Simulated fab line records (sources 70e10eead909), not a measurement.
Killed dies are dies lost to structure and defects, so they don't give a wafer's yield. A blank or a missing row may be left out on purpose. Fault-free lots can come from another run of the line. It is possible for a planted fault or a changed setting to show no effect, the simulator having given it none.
fab line records	flow nand_harc
record: lots: 6	wafers: 18	last_day: 24
route steps=1159 shown A_CONTACT@937
lots that met no fault: from a run of the same line without faults
start_h: hours from the record's opening day to when the first of the lot's shown wafers began	wait_h: time in hours since the lot's previous step	" unchanged from the row above	L1.1+2: a row that stands for several wafers	- no value, or no start was given	* or withheld: withheld	< > ~ a bound
route shown NAME@n: NAME is a module with steps in the file, n the number in the route of the first one	usual: the fault-free wafers' mean and standard deviation	same: alike in all rows	chamber/n: place in a boat	sites: per-site readings	_std_site: how widely they spread, as a standard deviation	_edge_site: inner sites' mean taken away from outer sites' mean	radius_mm: for every site, how far away it sits from the centre of the wafer	mask NAME#n: copy n	behind: tool/chamber where the wafer was last shaped	hold: cause of the lot's hold/its duration in hours/its outcome	device: which transistor (n, p or np) failed to switch	end of line: the same wafers' tests at the end of the route	step lacking rows: just its recipe	killed: dies lost to structure and defects at the first sort, not the wafer's yield	map: per-die view of a wafer (x killed, . not killed, _ where there is no die)
set.NAME: the run value of the setting; set.NAME@STEP: its run value at that earlier step	model.NAME: the simulator's own value behind a step, which no gauge read
lots seen at some steps along the route; tables by step, rows by wafer
services: the hour from which a tool's chamber was out of use, counted from the record's first day as start_h (under 0 if before that day), plus the number of hours and why
== steps ==
step: NHARC_A_CONTACT_INSPECT_10
usual: raw_defect_count: 29/9.9
lot.wafer	tool	chamber	start_h	wait_h	raw_defect_count
L449.3	defect_inspect-01	-	440.27	0.0	23
L449.4	"	-	"	"	26
L449.6	"	-	"	"	32
L452.2	defect_inspect-02	-	446.57	0.0	26
L452.3	"	-	"	"	32
L452.6	"	-	"	"	35
L456.1	defect_inspect-02	-	472.53	0.0	34
L456.3	"	-	"	"	33
L456.5	"	-	"	"	35
L461.4	defect_inspect-01	-	488.72	0.0	14
L461.5	"	-	"	"	15
L461.6	"	-	"	"	13
L462.1	defect_inspect-01	-	498.57	0.0	42
L462.2	"	-	"	"	46
L462.5	"	-	"	"	34
L464.2	defect_inspect-01	-	515.74	0.0	46
L464.3	"	-	"	"	40
L464.5	"	-	"	"	47
step: NHARC_A_CONTACT_DESCUM_13
recipe: time_s: 3	o2_flow_sccm: 200	ar_flow_sccm: 0	bias_power_w: 0	chemistry: O2
usual: chamber_pressure_mTorr: 60.01/0.05	drypump_motor_current_A: 5.7/0.41	oes_product_au: 0.999/0.0099	rf_vpp_V: 57.6/0.89	showerhead_plenum_p_Torr: 1.88/0.07	throttle_valve_pct: 11.310/0.0091
same: bias_power_w: 0
lot.wafer	tool	chamber	start_h	wait_h	chamber_pressure_mTorr	drypump_motor_current_A	oes_product_au	rf_hours_counter_h	rf_vpp_V	showerhead_plenum_p_Torr	throttle_valve_pct
L449.4	rie_diel-06	3	440.33	0.1	59.98	6.1	0.996	4	58.8	1.98	11.295
L449.3	"	1	"	"	60.02	5.8	0.989	4	58.5	1.96	11.316
L449.6	"	3	"	"	60.03	6.1	0.999	-	56.8	1.98	11.309
L452.3	rie_diel-03	0	446.64	0.1	60.08	6.3	0.992	10	57.0	1.84	11.308
L452.2	"	2	"	"	60.07	5.3	1.003	8	57.7	1.80	11.299
L452.6	"	0	"	"	59.91	6.3	0.996	-	56.5	1.84	11.316
L456.3	rie_diel-06	3	472.63	0.1	60.00	6.1	1.005	16	58.4	1.98	11.317
L456.1	"	0	"	"	60.00	5.2	0.996	15	56.5	1.86	11.312
L456.5	"	1	"	"	59.90	5.8	0.988	-	57.1	1.96	11.323
L461.4	rie_diel-12	1	488.81	0.1	60.01	6.0	0.982	37	57.2	1.96	11.312
L461.5	"	0	"	"	59.97	5.9	1.007	-	57.2	1.89	11.319
L461.6	"	1	"	"	60.01	6.0	0.987	-	57.6	1.96	11.310
L462.2	rie_diel-03	0	498.64	0.1	59.91	6.3	0.997	20	58.0	1.84	11.309
L462.1	"	1	"	"	60.08	5.8	0.989	20	57.4	1.94	11.327
L462.5	"	3	"	"	60.03	5.6	1.003	-	58.6	1.77	11.319
L464.3	rie_diel-06	1	515.80	0.1	60.07	5.8	0.989	28	59.0	1.96	11.316
L464.2	"	2	"	"	60.03	6.1	1.012	30	57.3	1.93	11.313
L464.5	"	2	"	"	60.04	6.1	1.012	-	57.1	1.93	11.312
step: NHARC_A_CONTACT_ETCH_88
recipe: target_depth_a: 390	over_etch_frac: 0.3	time_s: 65	ion_energy_ev: 80	cf4_flow_sccm: 150	ar_flow_sccm: 0	rf_w: 300	bias_w: 100	chemistry: CF4
step: NHARC_A_CONTACT_ETCH_89
recipe: target_depth_a: 2600	over_etch_frac: 0.3	time_s: 475.3	ion_energy_ev: 200	n2_flow_sccm: 150	h2_flow_sccm: 150	ar_flow_sccm: 0	rf_w: 400	bias_w: 150	chemistry: N2/H2
usual: chamber_pressure_mTorr: 29.998/0.026	drypump_motor_current_A: 5.7/0.4	n2_flow_sccm: 150.0/0.47	oes_product_au: 0.998/0.01	rf_fwd_power_W: 399.3/1.1	rf_vpp_V: 429.5/2.1	showerhead_plenum_p_Torr: 2.01/0.076	throttle_valve_pct: 14.172/0.0084
lot.wafer	tool	chamber	start_h	wait_h	chamber_pressure_mTorr	drypump_motor_current_A	n2_flow_sccm	oes_product_au	rf_fwd_power_W	rf_hours_counter_h	rf_vpp_V	showerhead_plenum_p_Torr	throttle_valve_pct
L449.3	rie_diel-06	0	-	-	29.964	5.2	149.2	0.987	398.8	5	428.4	1.98	14.164
L449.4	"	2	"	"	30.025	6.1	150.5	1.014	399.8	4	430.3	2.07	14.179
L449.6	"	0	"	"	30.008	5.2	149.3	0.992	398.7	-	429.9	1.98	14.177
L452.3	rie_diel-03	0	-	-	29.944	6.3	149.9	0.995	398.5	10	428.9	1.96	14.155
L452.2	"	2	"	"	30.030	5.3	148.3	1.006	398.4	8	426.7	1.92	14.181
L452.6	"	0	"	"	30.002	6.3	149.4	1.006	398.6	-	427.3	1.96	14.174
L456.3	rie_diel-06	1	-	-	29.961	5.8	150.6	0.987	400.5	14	432.2	2.09	14.167
L456.1	"	2	"	"	29.991	6.2	150.0	1.005	399.8	16	431.2	2.06	14.169
L456.5	"	1	"	"	30.017	5.8	149.5	0.991	401.2	-	430.9	2.09	14.173
L461.4	rie_diel-12	0	-	-	30.036	5.8	151.1	1.003	401.6	36	429.5	2.01	14.175
L461.6	"	3	"	"	29.961	4.7	150.1	0.999	400.3	-	427.5	1.95	14.178
L461.5	"	0	"	"	29.958	5.8	150.4	0.988	399.1	-	428.9	2.01	14.178
L462.1	rie_diel-03	2	-	-	29.959	5.3	149.8	1.000	399.1	20	426.1	1.91	14.174
L462.2	"	3	"	"	30.015	5.6	150.7	1.000	399.5	20	426.6	1.88	14.177
L462.5	"	2	"	"	30.055	5.3	150.0	1.005	398.5	-	427.2	1.91	14.172
L464.2	rie_diel-06	3	-	-	30.017	6.1	150.7	0.998	397.7	30	432.5	2.10	14.172
L464.3	"	0	"	"	29.993	5.2	150.1	0.999	399.3	28	428.7	1.97	14.154
L464.5	"	1	"	"	29.952	5.8	150.3	0.987	399.2	-	431.1	2.09	14.176
step: NHARC_A_CONTACT_ETCH_30
recipe: target_depth_a: 605	time_s: 30.2	cf4_flow_sccm: 100	chf3_flow_sccm: 30	ar_flow_sccm: 0	rf_w: 500	bias_w: 200	chemistry: CF4/CHF3
step: NHARC_A_CONTACT_ETCH_31
recipe: target_depth_a: 20000	over_etch_frac: 0.3	time_s: 520	ion_energy_ev: 150	o2_flow_sccm: 400	cos_flow_sccm: 20	ar_flow_sccm: 0	rf_w: 500	bias_w: 300	chemistry: O2/COS
step: NHARC_A_CONTACT_ETCH_134
recipe: source_w: withheld	pressure_mtorr: 20	bias_v: withheld	time_s: 140	target_depth_a: 7000	ar_flow_sccm: withheld	c4f8_flow_sccm: withheld	o2_flow_sccm: withheld	chemistry: C4F8/O2/Ar
step: NHARC_A_CONTACT_ETCH_135
recipe: source_w: withheld	pressure_mtorr: 20	bias_v: 3000	time_s: 132	target_depth_a: 12870	ar_flow_sccm: withheld	c4f8_flow_sccm: withheld	o2_flow_sccm: withheld	chemistry: C4F8/O2/Ar
usual: chamber_pressure_mTorr: 20.001/0.018
lot.wafer	tool	chamber	start_h	wait_h	chamber_pressure_mTorr	rf_hours_counter_h
L449.4	har_cap_etch-02	0	441.59	0.1	19.983	-
L449.3	"	1	"	"	19.985	-
L449.6	"	1	"	"	20.020	-
L452.2	har_cap_etch-01	1	447.86	0.2	20.026	73
L452.3	"	0	"	"	20.035	-
L452.6	"	0	"	"	19.978	-
L456.1	har_cap_etch-02	0	474.05	0.2	20.009	27
L456.3	"	0	"	"	19.991	-
L456.5	"	1	"	"	20.000	-
L461.4	har_cap_etch-03	1	490.08	0.1	20.001	-
L461.5	"	0	"	"	20.001	-
L461.6	"	1	"	"	19.977	-
L462.2	har_cap_etch-03	0	500.41	0.2	19.972	105
L462.1	"	1	"	"	19.996	105
L462.5	"	1	"	"	19.968	-
L464.2	har_cap_etch-01	1	517.01	0.2	19.980	85
L464.3	"	0	"	"	20.018	-
L464.5	"	0	"	"	20.036	-
step: NHARC_A_CONTACT_ETCH_136
recipe: source_w: withheld	pressure_mtorr: 20	bias_v: 3000	time_s: 132	target_depth_a: 12870	ar_flow_sccm: withheld	c4f8_flow_sccm: withheld	o2_flow_sccm: withheld	chemistry: C4F8/O2/Ar
usual: chamber_pressure_mTorr: 20.003/0.016
lot.wafer	tool	chamber	start_h	wait_h	chamber_pressure_mTorr	rf_hours_counter_h
L449.4	har_cap_etch-02	0	441.71	0.1	19.993	-
L449.3	"	1	"	"	20.002	-
L449.6	"	1	"	"	19.999	-
L452.2	har_cap_etch-01	1	447.98	0.1	20.014	73
L452.3	"	0	"	"	20.002	-
L452.6	"	0	"	"	19.974	-
L456.1	har_cap_etch-02	0	474.17	0.1	20.018	27
L456.3	"	0	"	"	19.996	-
L456.5	"	1	"	"	20.023	-
L461.4	har_cap_etch-03	1	490.20	0.1	20.027	-
L461.5	"	0	"	"	20.016	-
L461.6	"	1	"	"	19.980	-
L462.2	har_cap_etch-03	0	500.53	0.1	20.019	105
L462.1	"	1	"	"	19.987	105
L462.5	"	1	"	"	20.008	-
L464.2	har_cap_etch-01	1	517.13	0.1	19.974	85
L464.3	"	0	"	"	19.972	-
L464.5	"	0	"	"	19.977	-
step: NHARC_A_CONTACT_ETCH_137
recipe: source_w: withheld	pressure_mtorr: 20	bias_v: 3000	time_s: 132	target_depth_a: 12870	ar_flow_sccm: withheld	c4f8_flow_sccm: withheld	o2_flow_sccm: withheld	chemistry: C4F8/O2/Ar
usual: chamber_pressure_mTorr: 20.000/0.018
lot.wafer	tool	chamber	start_h	wait_h	chamber_pressure_mTorr	rf_hours_counter_h
L449.4	har_cap_etch-02	0	441.83	0.1	19.963	-
L449.3	"	1	"	"	20.016	-
L449.6	"	1	"	"	20.006	-
L452.2	har_cap_etch-01	1	448.10	0.1	19.992	73
L452.3	"	0	"	"	20.005	-
L452.6	"	0	"	"	19.993	-
L456.1	har_cap_etch-02	0	474.29	0.1	19.994	27
L456.3	"	0	"	"	19.988	-
L456.5	"	1	"	"	19.993	-
L461.4	har_cap_etch-03	1	490.32	0.1	19.979	-
L461.5	"	0	"	"	19.969	-
L461.6	"	1	"	"	20.010	-
L462.2	har_cap_etch-03	0	500.65	0.1	20.002	105
L462.1	"	1	"	"	19.973	105
L462.5	"	1	"	"	20.020	-
L464.2	har_cap_etch-01	1	517.26	0.1	19.999	85
L464.3	"	0	"	"	20.009	-
L464.5	"	0	"	"	20.012	-
step: NHARC_A_CONTACT_ETCH_138
recipe: source_w: withheld	pressure_mtorr: 20	bias_v: 3000	time_s: 132	target_depth_a: 12890	ar_flow_sccm: withheld	c4f8_flow_sccm: withheld	o2_flow_sccm: withheld	chemistry: C4F8/O2/Ar
step: NHARC_A_CONTACT_ETCH_139
recipe: source_w: withheld	pressure_mtorr: 20	bias_v: 400	time_s: 137	target_depth_a: 5900	ar_flow_sccm: withheld	c4f8_flow_sccm: 11.5	o2_flow_sccm: 7.2	chemistry: C4F8/O2/Ar
step: NHARC_A_CONTACT_ETCH_92
recipe: target_depth_a: 400	over_etch_frac: 0.5	time_s: 85.7	ion_energy_ev: 120	ch3f_flow_sccm: 50	o2_flow_sccm: 30	ar_flow_sccm: 200	rf_w: 500	bias_w: 100	chemistry: CH3F/O2
usual: chamber_pressure_mTorr: 24.997/0.022	drypump_motor_current_A: 5.7/0.41	oes_product_au: 0.94/0.035	rf_fwd_power_W: 496.3/2.1	rf_vpp_V: 243.8/1.4	showerhead_plenum_p_Torr: 2.42/0.084	throttle_valve_pct: 20.663/0.008
lot.wafer	tool	chamber	start_h	wait_h	chamber_pressure_mTorr	drypump_motor_current_A	oes_product_au	rf_fwd_power_W	rf_hours_counter_h	rf_vpp_V	showerhead_plenum_p_Torr	throttle_valve_pct
L449.3	rie_diel-03	3	442.45	0.3	25.020	5.5	0.92	499.6	10	242.1	2.28	20.642
L449.4	"	0	"	"	24.990	6.3	0.92	493.4	10	242.5	2.37	20.663
L449.6	"	3	"	"	24.983	5.6	0.92	493.5	-	242.4	2.28	20.659
L452.3	rie_diel-12	1	448.73	0.3	25.015	6.0	0.97	495.4	25	246.7	2.53	20.675
L452.2	"	3	"	"	25.004	4.7	0.99	495.1	24	242.5	2.37	20.665
L452.6	"	2	"	"	24.997	5.5	1.00	499.2	-	244.0	2.44	20.670
L456.3	rie_diel-03	0	475.32	0.7	24.995	6.3	0.74	494.4	16	243.7	2.36	20.668
L456.1	"	1	"	"	25.024	5.7	0.91	496.8	16	245.1	2.49	20.651
L456.5	"	3	"	"	24.976	5.6	0.93	496.8	-	242.4	2.28	20.650
L461.4	rie_diel-03	0	490.94	0.3	24.997	6.3	0.75	496.3	19	244.1	2.36	20.660
L461.6	"	2	"	"	24.988	5.3	0.92	496.1	-	241.6	2.31	20.673
L461.5	"	3	"	"	25.023	5.6	0.93	496.8	-	243.3	2.28	20.667
L462.2	rie_diel-06	3	501.30	0.4	25.012	6.1	0.93	492.9	27	245.5	2.53	20.663
L462.1	"	1	"	"	25.023	5.9	0.92	494.8	25	244.9	2.51	20.656
L462.5	"	0	"	"	25.002	5.2	0.93	493.5	-	244.3	2.39	20.664
L464.2	rie_diel-12	0	517.90	0.4	25.020	5.8	1.00	498.8	45	244.8	2.42	20.657
L464.3	"	3	"	"	25.002	4.7	0.99	496.9	49	241.8	2.36	20.664
L464.5	"	3	"	"	24.981	4.7	1.00	498.2	-	242.5	2.36	20.655
step: NHARC_A_CONTACT_ETCH_98
recipe: target_depth_a: 200	over_etch_frac: 0.5	time_s: 10	ion_energy_ev: 250	c4f6_flow_sccm: 25	o2_flow_sccm: 20	ar_flow_sccm: 500	rf_w: 600	bias_w: 500	chemistry: C4F6/O2
== services ==
tool	chamber	start_h	hours	kind
rie_diel-06	-	418.30	9.0	pm
rie_diel-06	0	418.30	9.0	vent_cycle
rie_diel-06	1	418.30	9.0	vent_cycle
rie_diel-06	2	418.30	9.0	vent_cycle
rie_diel-06	3	418.30	9.0	vent_cycle
rie_diel-03	0	426.02	-	clean
rie_diel-03	1	426.02	-	clean
rie_diel-03	2	426.02	-	clean
rie_diel-03	3	426.02	-	clean
rie_diel-06	0	427.30	-	clean
rie_diel-06	1	427.30	-	clean
rie_diel-06	2	427.30	-	clean
rie_diel-06	3	427.30	-	clean
rie_diel-12	2	429.66	12.4	repair
rie_diel-03	0	450.52	-	clean
rie_diel-03	1	450.52	-	clean
rie_diel-03	2	450.52	-	clean
rie_diel-03	3	450.52	-	clean
rie_diel-06	0	451.80	-	clean
rie_diel-06	1	451.80	-	clean
rie_diel-06	2	451.80	-	clean
rie_diel-03	-	458.90	0.2	repair
rie_diel-12	0	470.14	6.4	repair
rie_diel-12	1	473.86	5.9	repair
== key ==
first_sign: step: NHARC_A_CONTACT_ETCH_92	reading: oes_product_au	direction: down	sigmas: 5.8	usual: 0.94	struck: 0.74
effect none on later readings
met_at NHARC_A_CONTACT_ETCH_92
struck_wafers L456.3,L461.4
tester_left_out L456,L461
onset_between 442.45 475.32
fault: kind: process_parameter_drift	tool: rie_diel-03	chamber: 0	onset_h: 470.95	steps: NHARC_A_CONTACT_ETCH_92	channel: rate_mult	offset: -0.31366	shape: step	end_h: 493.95
tester_left_out: of these lots the tester's yield and bins aren't shown, on N5 and GAA mostly nor the transistor test; their killed dies are dies lost to structure and defects alone, not to doping, threshold or leakage, so they don't give the yield
